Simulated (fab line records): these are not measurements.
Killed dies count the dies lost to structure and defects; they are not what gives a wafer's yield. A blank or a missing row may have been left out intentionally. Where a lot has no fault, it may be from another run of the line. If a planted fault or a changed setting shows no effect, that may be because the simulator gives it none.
A struck lot beside a sound one :: flow nand-harc :: 15 out of 1159 route steps
Sound: the wafers L640.2, L640.4, L640.5. Wafers L643.3, L643.4, L643.6 were the ones struck. The cause is given at the end.
At each step with rows: each side's tool, then ch and its chambers, then its first start. Under that, the readings that differ: sound wafers :: struck wafers :: difference of the means :: sigmas: that difference in standard deviations of wafers without a fault.
alike: readings whose means differ by less than 2 such deviations, and words and numbers that are the same on both sides. not compared: withheld readings, readings that some wafer has no value for, bounds like >300 that may hide the same value, and numbers for which the record gives no deviation and whose values overlap.
The two part at a step that has a row with sigmas, a row that says differs or no value, or rows on one side only. Numbers that don't overlap but have no deviation are shown without sigmas and don't part them. Lack of a reading on every wafer of one side parts them only where that side has two or more wafers.

first, 8 steps without rows for these wafers: NHARC_P_BONDPAD_HMDS_02 (time 30 s); NHARC_P_BONDPAD_COAT_36 (time 65 s); NHARC_P_BONDPAD_COAT_03 (resist thk 600 nm); NHARC_P_BONDPAD_SOFTBAKE_04 (time 70 s); NHARC_P_BONDPAD_EBR_05; NHARC_P_BONDPAD_EXPOSE_06 (exposes mask P BPAD); NHARC_P_BONDPAD_PEB_07 (peb time 80 s); NHARC_P_BONDPAD_DEVELOP_08 (time 50 s).
NHARC_P_BONDPAD_CD_MEAS_09 targets a cd of 500 nm.
  sound on cd-sem-03 ch 0, day 9 20:25; struck on cd-sem-02 ch 0, day 10 07:10
  alike: cd-nm
NHARC_P_BONDPAD_OVL_MEAS_38:
  sound on overlay-02, day 9 20:30; struck on overlay-01, day 10 07:15
  alike: overlay-x-nm, overlay-y-nm
then, 1 step without rows for these wafers: NHARC_P_BONDPAD_HARDBAKE_10 (time 65 s).
NHARC_P_BONDPAD_DESCUM_11: chemistry O2, time 3 s.
  sound on rie-diel-08 ch 1,2, day 9 20:37; struck on rie-diel-08 ch 0,1, day 10 07:22
  alike: drypump-motor-current-A, oes-product-au, rf-vpp-V, showerhead-plenum-p-Torr, throttle-valve-pct
  not compared: rf-hours-counter-h
NHARC_P_BONDPAD_ETCH_37: etches the open film in N2/H2, target depth 60 nm, overetch 18 nm, time 65.91 s.
  sound on rie-diel-08 ch 0,2,3, day 9 20:43; struck on rie-diel-08 ch 0,1,3, day 10 07:28
  no value came back on the struck wafers for any of 8 readings (bias-w (W), chamber-pressure-mTorr (mTorr) and others); on the sound wafers bias-w (W) reads 149.9 149.9 150.4
  not compared: rf-hours-counter-h
NHARC_P_BONDPAD_ETCH_12: etches the open film in CHF3/O2, target depth 200 nm, time 100 s.
  sound on rie-diel-08 ch 1,2,3; struck on rie-diel-08 ch 0,2,3, day 10 07:34
  alike: bias-w, chamber-pressure-mTorr, chf3-flow-sccm, drypump-motor-current-A, oes-product-au, rf-fwd-power-W, rf-vpp-V, showerhead-plenum-p-Torr, throttle-valve-pct
  not compared: rf-hours-counter-h
-- record jumps: 13 days between struck wafers' starts before vs after; left off in module P_BONDPAD, resumes in module END, first step shown is number 1159 of the route --
NHARC_END_SORT_01:
  sound on prober-01 ch 0, day 23 02:42; struck on prober-02 ch 0, day 22 19:45
reading: defect-limited-yield (%)
sound: 93.9 93.6 93.6
struck: 0 0 0
difference: -94
sigmas: -62

reading: killed-at-periphery
sound: 2 1 1
struck: 644 656 643
difference: +646
sigmas: +99 or more

reading: killed-dies
sound: 41 43 43
struck: 677 677 677
difference: +635
sigmas: +63

reading: sort_bin_2_pct (%)
sound: 1.3 1.9 1.6
struck: 96.3 97.5 96.2
difference: +95.1
sigmas: +99 or more

reading: sort-n-pass
sound: 636 634 634
struck: 0 0 0
difference: -635
sigmas: -63

reading: sort-rim-yield-pct (%)
sound: 97.2 98.1 98.1
struck: 0 0 0
difference: -98
sigmas: -47

reading: sort-yield-pct (%)
sound: 93.9 93.6 93.6
struck: 0 0 0
difference: -94
sigmas: -62
  alike: killed-at-array, killed-at-other, killed-open, killed-short, sort_bin_3_pct, sort_bin_4_pct

WHERE THEY PART
Earliest at NHARC_P_BONDPAD_ETCH_37; latest, in this record, at NHARC_END_SORT_01.

WHY: what the simulator had put in
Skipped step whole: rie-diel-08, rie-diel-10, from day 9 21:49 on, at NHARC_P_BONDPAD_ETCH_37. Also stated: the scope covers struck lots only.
